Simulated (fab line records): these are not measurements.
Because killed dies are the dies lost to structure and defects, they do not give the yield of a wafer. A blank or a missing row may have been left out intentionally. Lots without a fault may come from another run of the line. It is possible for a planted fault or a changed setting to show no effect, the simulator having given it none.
fab line records    flow n5-finfet
[record] lots = 9  wafers = 27  last-day = 18
route steps=1938 shown MOL_CONTACT_COAG@554 BEOL_M4@1111
lots that met no fault: from a run of the same line without faults
start-h: hours from the record's first day to the start of the lot's first wafer shown    wait-h: time in hours since the lot's previous step    " same as the row above    L1.1+2: a row that stands for several wafers    - either no value or no given start    * or withheld: withheld    < > ~ a bound
route shown NAME@n: names a module that has steps shown in the file, with the first one's number in the route    usual: average and standard deviation across the fault-free wafers    same: alike in all rows    chamber/n: place in a boat    sites: the reading at each site    _std_site: how widely they spread, as a standard deviation    _edge_site: inner sites' mean taken away from outer sites' mean    radius-mm: how far each site lies from the wafer's centre    mask NAME#n: copy n    behind: tool/chamber where the wafer was last shaped    hold: why the lot went on hold/how many hours it stayed there/how the hold came to an end    device: names the non-switching transistor (n, p or np)    end of line: tests of these same wafers at the route's end    a step given without rows: its recipe and nothing more    killed: dies lost to structure and defects at the first sort, not the wafer's yield    map: per-die view of a wafer (x killed, . not killed, _ where there is no die)
set.NAME: setting as actually run; set.NAME@STEP: the setting as run at that earlier step    model.NAME: the simulator's own value behind a step, which no gauge read
steps of the route over a sample of lots; a table a step, a row a wafer
services: the hour from which a tool's chamber was out of use, counted from the record's first day as start-h (under 0 if before that day), plus the number of hours and why
[[steps]]
[step N5_MOL_CONTACT_COAG_CMP_23]
[recipe] stop-on = SiO2  t-overpolish-s = 1.5  post-cmp-clean = cu-alkaline  down-force-psi = 2  platen-rpm = 50.289  pad-velocity-m-s = 1.0006  target-thk-nm = 0
[usual] motor-current-A = 8.0/0.61  overpolish-run-s = 1.499/0.0099  time-to-endpoint-s = 9.3/2.1
lot.wafer  tool    chamber  start-h  wait-h  motor-current-A  overpolish-run-s  time-to-endpoint-s
L637.2     cmp-01  2        123.96   0.1     8.5              1.491             9.2
L637.3     "       3        "        "       6.8              1.493             8.2
L637.6     "       1        "        "       8.4              1.505             8.3
L639.1     cmp-01  3        137.60   0.0     6.7              1.503             14.8
L639.2     "       0        "        "       8.4              1.485             10.7
L639.6     "       3        "        "       6.9              1.513             12.0
L641.3     cmp-03  0        150.76   0.1     6.7              1.494             10.8
L641.4     "       1        "        "       7.9              1.497             11.1
L641.5     "       3        "        "       7.7              1.504             14.1
L646.1     cmp-01  3        175.08   0.1     6.7              1.517             11.8
L646.4     "       0        "        "       8.6              1.493             10.5
L646.5     "       1        "        "       8.5              1.500             9.4
L647.3     cmp-01  2        185.87   0.1     8.6              1.510             7.4
L647.2     "       0        "        "       8.2              1.506             12.3
L647.6     "       1        "        "       8.3              1.520             11.8
L651.3     cmp-02  1        208.20   0.1     7.2              1.503             9.3
L651.5     "       0        "        "       8.5              1.503             8.3
L651.6     "       1        "        "       7.2              1.520             7.4
L652.1     cmp-03  1        213.36   0.0     8.1              1.488             8.0
L652.4     "       0        "        "       7.1              1.491             8.7
L652.5     "       1        "        "       8.1              1.491             9.7
L654.1     cmp-02  1        230.77   0.0     7.2              1.501             5.9
L654.2     "       2        "        "       8.0              1.506             6.6
L654.4     "       0        "        "       7.7              1.497             5.9
L655.4     cmp-01  0        238.09   0.1     8.5              1.500             9.6
L655.2     "       1        "        "       8.3              1.494             12.7
L655.5     "       0        "        "       8.7              1.505             10.2
[step N5_MOL_CONTACT_COAG_ALD_123]
[recipe] material = SiNx  target-thk-a = 50  temp-c = 400  ald-precursor-family = SiH2I2  ald-co-reactant = N2/H2-plasma  pulse-time-s = 1  purge-time-s = 2  co-reactant-purge-time-s = 2  ald-cycles = 100  pressure-torr = 2
[usual] ald-cycles = 100/0  heater-power-outer-w = 514/64  heater-power-w = 840/79  precursor-pulse-height-rel = 1.000/0.019
lot.wafer  tool        chamber  start-h  wait-h  ald-cycles  heater-power-outer-w  heater-power-w  precursor-pulse-height-rel
L637.2     ald-sin-02  3        126.64   0.0     100         632                   850             1.006
L637.3     "           1        "        "       100         522                   828             1.005
L637.6     "           2        "        "       100         542                   887             0.995
L639.1     ald-sin-03  3        140.32   0.0     100         471                   798             0.982
L639.2     "           0        "        "       100         501                   886             0.980
L639.6     "           2        "        "       100         625                   998             0.952
L641.3     ald-sin-01  0        153.48   0.0     100         524                   907             1.019
L641.4     "           1        "        "       100         422                   716             1.000
L641.5     "           0        "        "       100         533                   922             1.037
L646.1     ald-sin-01  2        178.02   0.3     100         477                   842             0.981
L646.4     "           1        "        "       100         424                   720             1.011
L646.5     "           1        "        "       100         435                   723             0.963
L647.2     ald-sin-02  0        189.25   0.7     100         510                   855             0.993
L647.3     "           1        "        "       100         520                   859             1.019
L647.6     "           3        "        "       100         635                   854             0.977
L651.3     ald-sin-03  2        210.90   0.0     100         635                   1017            0.998
L651.5     "           1        "        "       100         488                   818             1.006
L651.6     "           2        "        "       100         624                   998             0.979
L652.1     ald-sin-01  2        216.08   0.0     100         474                   819             1.007
L652.4     "           1        "        "       100         422                   707             1.026
L652.5     "           1        "        "       100         428                   728             1.000
L654.1     ald-sin-03  3        233.49   0.0     100         505                   793             1.005
L654.2     "           1        "        "       100         484                   808             1.008
L654.4     "           0        "        "       100         496                   874             0.986
L655.2     ald-sin-02  2        240.93   0.1     100         533                   907             0.980
L655.4     "           3        "        "       100         612                   878             0.988
L655.5     "           1        "        "       100         517                   862             0.988
[step N5_MOL_CONTACT_COAG_ETCH_47]
[recipe] chemistry = CH3F/O2  target = SiNx  target-depth-a = 270  mask-material = SiO2  stop-on = W  over-etch-frac = 0.2  ion-energy-ev = 120  endpoint = OES-CN  pressure-mtorr = 30  source-w = 395  bias-w = 73  Ar_flow_sccm = 150  CH3F_flow_sccm = 30  O2_flow_sccm = 20  ends = end-point
[usual] chamber-pressure-mTorr = 29.994/0.027  drypump-motor-current-A = 5.5/0.38  etch-rf-on-time-s = 31.2/0.58  oes-product-au = 0.73/0.081  rf-vpp-V = 298/3.2  showerhead-plenum-p-Torr = 2.03/0.062  throttle-valve-pct = 16.31/0.29
lot.wafer  tool         chamber  start-h  wait-h  chamber-pressure-mTorr  drypump-motor-current-A  etch-rf-on-time-s  oes-product-au  rf-hours-counter-h  rf-vpp-V  showerhead-plenum-p-Torr  throttle-valve-pct
L637.2     rie-diel-04  0        129.39   0.0     30.015                  5.4                      31.1               0.76            44                  297       2.12                      16.51
L637.3     "            3        "        "       30.034                  5.5                      30.6               0.84            16                  297       2.04                      15.80
L637.6     "            2        "        "       29.972                  5.7                      31.3               0.80            -                   298       2.04                      15.81
L639.1     rie-diel-03  0        142.42   0.0     30.033                  5.1                      31.1               0.81            24                  292       1.96                      16.30
L639.2     "            1        "        "       29.979                  5.6                      31.9               0.63            223                 300       1.98                      16.43
L639.6     "            0        "        "       30.030                  5.0                      30.9               0.81            -                   293       1.96                      16.30
L641.3     rie-diel-04  2        155.49   0.0     30.004                  5.6                      31.0               0.78            38                  299       2.04                      15.85
L641.4     "            2        "        "       30.026                  5.7                      30.6               0.79            -                   298       2.04                      15.85
L641.5     "            3        "        "       30.023                  5.5                      30.4               0.82            -                   297       2.04                      15.83
L646.1     rie-diel-03  1        179.74   0.0     30.030                  5.6                      32.5               0.62            240                 299       1.98                      16.47
L646.4     "            3        "        "       29.969                  5.7                      31.2               0.90            1                   299       2.05                      16.45
L646.5     "            0        "        "       30.016                  5.1                      31.6               0.77            -                   292       1.96                      16.34
L647.2     rie-diel-06  0        191.00   0.0     29.973                  5.5                      31.5               0.64            198                 295       1.99                      16.24
L647.3     "            3        "        "       29.995                  6.5                      31.4               0.63            211                 300       2.06                      16.54
L647.6     "            0        "        "       30.012                  5.5                      31.6               0.64            -                   294       1.99                      16.26
L651.3     rie-diel-03  3        212.46   0.0     29.991                  5.7                      31.2               0.86            11                  300       2.05                      16.43
L651.5     "            2        "        "       29.950                  5.7                      31.6               0.77            -                   304       2.13                      15.98
L651.6     "            3        "        "       29.975                  5.7                      31.3               0.86            -                   300       2.05                      16.45
L652.1     rie-diel-06  0        217.78   0.0     29.966                  5.5                      31.7               0.63            209                 294       1.99                      16.30
L652.4     "            3        "        "       29.977                  6.5                      31.5               0.63            221                 301       2.06                      16.55
L652.5     "            3        "        "       29.983                  6.5                      31.8               0.62            -                   301       2.06                      16.55
L654.1     rie-diel-03  0        235.32   0.0     29.991                  5.1                      31.4               0.75            65                  293       1.95                      16.37
L654.2     "            2        "        "       29.962                  5.7                      31.3               0.75            52                  304       2.12                      15.99
L654.4     "            0        "        "       29.994                  5.0                      31.1               0.75            -                   294       1.95                      16.39
L655.2     rie-diel-04  1        243.13   0.0     30.016                  5.8                      30.6               0.80            26                  298       2.05                      16.15
L655.4     "            0        "        "       29.976                  5.4                      30.5               0.72            86                  298       2.10                      16.58
L655.5     "            1        "        "       29.953                  5.8                      30.6               0.81            -                   299       2.05                      16.16
[step N5_MOL_CONTACT_COAG_ALD_133]
[recipe] material = SiO2  target-thk-a = 50  temp-c = 100  ald-precursor-family = BDEAS  ald-co-reactant = O2-plasma  pulse-time-s = 1  co-reactant-pulse-time-s = 1  purge-time-s = 2  co-reactant-purge-time-s = 2  ald-cycles = 35  pressure-torr = 2
[usual] ald-cycles = 35/0  heater-power-outer-w = 41/5  heater-power-w = 79/7.7  precursor-pulse-height-rel = 1.001/0.024
lot.wafer  tool        chamber  start-h  wait-h  ald-cycles  heater-power-outer-w  heater-power-w  precursor-pulse-height-rel
L637.2     ald-sin-03  1        130.33   0.1     35          38                    75              1.024
L637.3     "           2        "        "       35          51                    93              0.966
L637.6     "           1        "        "       35          38                    75              1.035
L639.1     ald-sin-03  3        143.35   0.1     35          38                    73              0.974
L639.2     "           1        "        "       35          37                    75              0.946
L639.6     "           3        "        "       35          37                    75              1.004
L641.3     ald-sin-03  3        156.30   0.1     35          37                    73              0.990
L641.4     "           1        "        "       35          37                    74              1.020
L641.5     "           3        "        "       35          38                    74              1.024
L646.1     ald-sin-03  2        180.75   0.2     37          49                    95              1.005
L646.4     "           3        "        "       37          38                    72              0.971
L646.5     "           1        "        "       35          38                    75              0.997
L647.2     ald-sin-03  2        192.08   0.1     35          50                    90              0.992
L647.3     "           1        "        "       35          38                    74              0.956
L647.6     "           3        "        "       37          39                    75              0.986
L651.3     ald-sin-02  1        213.26   0.1     35          39                    78              0.944
L651.5     "           1        "        "       35          41                    79              1.011
L651.6     "           2        "        "       35          43                    87              0.962
L652.1     ald-sin-01  2        218.95   0.1     35          37                    77              1.009
L652.4     "           3        "        "       35          34                    65              1.016
L652.5     "           1        "        "       35          34                    66              1.012
L654.1     ald-sin-01  3        236.32   0.1     35          33                    66              1.043
L654.2     "           2        "        "       35          37                    77              1.031
L654.4     "           1        "        "       35          35                    65              1.028
L655.2     ald-sin-02  2        244.06   0.1     35          42                    83              0.964
L655.4     "           0        "        "       35          40                    80              0.967
L655.5     "           2        "        "       35          43                    84              1.017
[step N5_BEOL_M4_RC_MEAS_101]
[usual] DIBL_N = 36.4/1.4  DIBL_P = 36.3/1.8  IOFF_N = 0.163/0.024  IOFF_P = 0.21/0.034  ION_N = 673/11  ION_P = 461/7.4  SS_N = 71.6/0.52  SS_P = 73.3/0.58  VT_N = 249.4/2.5  VT_P = -250/3.5
lot.wafer  tool       chamber  start-h  wait-h  DIBL_N[mV/V]  DIBL_P[mV/V]  IOFF_N[nA/um]  IOFF_P[nA/um]  ION_N[uA/um]  ION_P[uA/um]  SS_N[mV/dec]  SS_P[mV/dec]  VT_N[mV]  VT_P[mV]
L637.2     prober-01  0        201.78   0.2     37.5          38.4          0.198          0.24           678           458           72.5          74.3          247.3     -249
L637.3     "          0        "        "       39.0          39.6          0.209          0.26           679           460           72.6          74.2          246.0     -252
L637.6     "          0        "        "       37.6          38.6          0.190          0.24           682           469           71.7          73.8          248.4     -249
L639.1     prober-01  0        209.37   0.0     34.1          35.5          0.139          0.18           652           448           71.5          73.3          253.9     -253
L639.2     "          0        "        "       35.7          37.6          0.168          0.22           668           455           71.9          73.5          249.8     -252
L639.6     "          0        "        "       34.1          35.9          0.138          0.19           656           455           71.8          73.8          253.2     -254
L641.3     prober-01  0        225.25   0.3     36.0          35.9          0.159          0.20           652           450           72.2          73.1          250.4     -250
L641.4     "          0        "        "       34.4          34.8          0.137          0.18           651           451           70.9          72.5          252.9     -254
L641.5     "          0        "        "       35.0          34.5          0.145          0.18           659           446           71.7          73.3          254.1     -253
L646.1     prober-01  0        257.91   0.0     35.4          36.1          0.172          0.22           688           466           72.0          73.5          246.6     -246
L646.4     "          0        "        "       35.2          35.5          0.160          0.21           664           464           70.9          73.1          251.5     -246
L646.5     "          0        "        "       37.6          38.1          0.204          0.25           683           463           71.9          74.3          245.7     -245
L647.2     prober-01  0        260.35   0.2     35.4          36.8          0.153          0.22           674           461           71.8          72.6          250.4     -249
L647.3     "          0        "        "       34.9          35.6          0.145          0.20           648           450           71.6          73.0          251.5     -251
L647.6     "          0        "        "       36.1          36.5          0.154          0.21           666           458           71.9          73.0          252.0     -251
L651.3     prober-02  0        283.50   0.3     37.2          37.3          0.153          0.21           674           457           72.6          73.9          250.4     -250
L651.5     "          0        "        "       36.8          36.7          0.150          0.20           665           459           71.8          73.5          252.3     -251
L651.6     "          0        "        "       36.7          37.1          0.156          0.21           679           463           71.8          73.9          251.0     -253
L652.1     prober-01  0        286.41   0.0     39.8          39.1          0.201          0.26           667           458           71.8          74.0          250.8     -245
L652.4     "          0        "        "       38.6          37.8          0.186          0.25           684           467           71.5          73.6          249.1     -245
L652.5     "          0        "        "       38.2          37.4          0.171          0.23           666           463           71.7          73.3          248.9     -247
L654.1     prober-02  0        300.13   0.0     35.3          31.4          0.130          0.15           674           453           71.3          72.9          250.6     -258
L654.2     "          0        "        "       34.5          30.9          0.117          0.14           669           450           70.8          72.6          251.5     -257
L654.4     "          0        "        "       35.9          32.4          0.137          0.16           660           446           70.6          72.0          250.8     -255
L655.2     prober-01  0        306.09   0.2     37.4          35.5          0.158          0.23           674           466           71.0          73.2          249.3     -247
L655.4     "          0        "        "       40.3          38.7          0.217          0.30           691           465           72.4          73.9          245.3     -242
L655.5     "          0        "        "       36.6          33.9          0.146          0.22           656           458           71.6          72.1          254.2     -247
[[services]]
tool         chamber  start-h  hours  kind
ald-sin-01   0        100.18   -      clean
ald-sin-01   1        100.18   -      clean
ald-sin-01   2        100.18   -      clean
ald-sin-01   3        100.18   -      clean
rie-diel-03  0        111.09   14.0   repair
ald-sin-02   0        120.69   7.7    repair
cmp-03       -        140.57   2.4    repair
rie-diel-03  3        148.21   -      clean
rie-diel-03  3        148.21   -      consumable-replace:focus-ring
rie-diel-03  3        148.21   29.4   scheduled-down
rie-diel-03  3        148.21   29.4   vent-cycle
cmp-02       -        150.80   4.0    pm
cmp-03       -        155.77   4.0    pm
ald-sin-01   0        159.33   3.7    repair
rie-diel-03  1        211.40   -      clean
rie-diel-03  1        211.40   -      consumable-replace:focus-ring
rie-diel-03  1        211.40   17.4   scheduled-down
rie-diel-03  1        211.40   17.4   vent-cycle
cmp-02       -        215.18   2.3    repair
cmp-03       -        220.46   0.3    repair
rie-diel-06  3        226.21   11.0   repair
cmp-03       -        226.68   4.0    pm
cmp-01       -        230.12   0.3    repair
cmp-03       -        240.87   2.0    repair
[[key]]
[first-sign] step = N5_MOL_CONTACT_COAG_ALD_133  reading = ald-cycles  direction = up  sigmas = 99+  usual = *  struck = *
effect none on later readings
met-at N5_MOL_CONTACT_COAG_ALD_133
struck-lots L646,L647
struck-wafers L646.1,L646.4,L647.6
not-acting-at N5_MOL_CONTACT_COAG_CMP_23,N5_MOL_CONTACT_COAG_ALD_123,N5_MOL_CONTACT_COAG_ETCH_47
onset-between 156.30 180.75
[fault] kind = process-parameter-drift  tool = ald-sin-03  chamber = -  onset-h = 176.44  steps = N5_MOL_CONTACT_COAG_ALD_133  channel = ald-cycles  offset = *  shape = step  end-h = 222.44  scope = struck-wafers-only  acts-in = *  stated = *
